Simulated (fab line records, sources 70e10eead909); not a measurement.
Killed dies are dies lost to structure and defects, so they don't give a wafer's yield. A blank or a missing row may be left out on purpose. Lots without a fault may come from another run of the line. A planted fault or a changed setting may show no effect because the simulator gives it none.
Chamber matching | flow nand_harc | NHARC_A_CHANNEL_FILL_D2_ALD_14 on ald_hk-02: 4 sister chambers
The step deposits SiO2, target thk 2.5 nm, pulse time 10 s, ald cycles 25. 8 wafers are shown with their chamber, then 8 later ones without.

WAFERS WITH THEIR CHAMBER
wafer  | chamber | heater_power_w (W) | precursor_pulse_height_rel
L080.3 | 0       | 489                | 1.033
L080.5 | 0       | 493                | 1.009
L085.2 | 2       | 528                | 0.982
L085.6 | 3       | 388                | 1.027
L087.4 | 1       | 504                | 1.001
L087.5 | 1       | 518                | 0.989
L087.6 | 2       | 525                | 0.965
L090.1 | 3       | 378                | 1.013

WAFERS WITHOUT THEIR CHAMBER
wafer  | heater_power_w (W) | precursor_pulse_height_rel
L090.3 | 532                | 0.977
L090.4 | 507                | 1.021
L093.2 | 493                | 0.964
L093.3 | 541                | 0.988
L093.6 | 499                | 0.975
L094.1 | 516                | 0.997
L094.3 | 504                | 0.981
L094.4 | 525                | 1.038

WHICH CHAMBER EACH WENT THROUGH
wafer  | from the rows above          | in truth
L090.3 | 2                            | 2
L090.4 | can't be placed: 1 or 0      | 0
L093.2 | can't be placed: 1 or 0 or 2 | 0
L093.3 | 2                            | 2
L093.6 | can't be placed: 1 or 0 or 2 | 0
L094.1 | can't be placed: 1 or 2      | 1
L094.3 | 1                            | 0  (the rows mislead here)
L094.4 | can't be placed: 1 or 2 or 0 | 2
Placed correctly: 2 of 8. Can't be placed from these rows: 5 (the true chamber is among the candidates in 5). Placed wrongly: 1.
How it was worked out, from the rows above alone: a wafer's distance from a chamber is the root of the sum, over the readings, of the square of ((its reading less the chamber's mean) divided by the reading's scatter). The wafer belongs to the nearest chamber; if the next one is less than 2 further off, it can't be placed. A chamber's mean is the mean of its shown wafers. The scatter: the root of (the sum of the squares of (reading less its chamber's mean) over the shown wafers, divided by (wafers less chambers)).
